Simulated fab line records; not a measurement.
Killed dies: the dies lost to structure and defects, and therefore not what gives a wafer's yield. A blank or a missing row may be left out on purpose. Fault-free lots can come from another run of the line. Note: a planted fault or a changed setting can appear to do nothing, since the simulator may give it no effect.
Which tool did it?    flow nand harc    Sampling: 6 lots, 18 wafers, 5 of 1302 route steps

## WHAT EACH GAUGE READ, for each wafer
NHARC_END_SORT_01.
lot   measured      on         killed at array
L163  day 25 20:44  prober-01  675 676 673
L164  day 27 23:20  prober-01  675 672 676

## EACH LOT AND THE TOOL THAT RAN IT (in order: tool; ch and the chambers of the sampled wafers; start)
lot   NHARC_A_CONTACT_CMP_20         NHARC_A_BLC_ETCH_18                            NHARC_A_BLC_STRIP_21                NHARC_A_BLC_CMP_25
L159  cmp-04 ch 1,3, day 23 00:45    rie diel-12 ch 1,2,3, day 23 06:42 or earlier  rie diel-06 ch 1,2,3, day 23 06:42  cmp-01 ch 0,3, day 23 08:05
L163  cmp-04 ch 0,1,2, day 23 21:36  rie diel-04 ch 0,1, day 23 23:50 or earlier    rie diel-06 ch 0,1,3, day 23 23:50  cmp-02 ch 0,2,3, day 24 01:17
L164  cmp-04 ch 0,1,3, day 26 01:22  rie diel-06 ch 0,1,3, day 26 03:29 or earlier  rie diel-04 ch 2,3, day 26 03:29    cmp-01 ch 1,2,3, day 26 04:53
L175  cmp-03 ch 1,3, day 28 20:43    rie diel-04 ch 2,3, day 28 22:58 or earlier    rie diel-06 ch 0,2,3, day 28 22:58  cmp-02 ch 0,2, day 29 00:21
L177  cmp-03 ch 2,3, day 30 11:41    rie diel-12 ch 1,3, day 30 13:25               rie diel-06 ch 1,2,3, day 30 13:56  cmp-04 ch 0,1,3, day 30 15:21
L179  cmp-04 ch 1,2,3, day 31 23:25  rie diel-06 ch 1,2, day 32 01:29 or earlier    rie diel-04 ch 2,3, day 32 01:29    cmp-04 ch 1,2, day 32 03:19
- NHARC_A_CONTACT_CMP_20: polishes, t overpolish 30 s, target thk 300 nm.
- NHARC_A_BLC_ETCH_18: etches the open film in C4F8/O2/Ar, target depth 910 nm.
- NHARC_A_BLC_STRIP_21: strips in O2.
- NHARC_A_BLC_CMP_25: polishes, t overpolish 30 s, target thk 150 nm.

## THE ANSWER, worked out from the rows above alone
Rule: the lots themselves supply what counts as usual. Put in order of their means at a reading, lots are off if they are a third of the lots or fewer, leave a main group of 4 or more, and stand apart from it by a gap of 3 or more times the standard deviation of the main group's means; of several such gaps the widest counts. If all means in a main group match to the digits the tables above print for the reading, that group is not used. Also off: a lot with no number at a reading for which 4 or more lots have one. All remaining lots with rows at the step are treated as sound.
No lot is off at any reading shown: from this, nothing can be told.

## WHAT HAD BEEN PUT IN BY THE SIMULATOR
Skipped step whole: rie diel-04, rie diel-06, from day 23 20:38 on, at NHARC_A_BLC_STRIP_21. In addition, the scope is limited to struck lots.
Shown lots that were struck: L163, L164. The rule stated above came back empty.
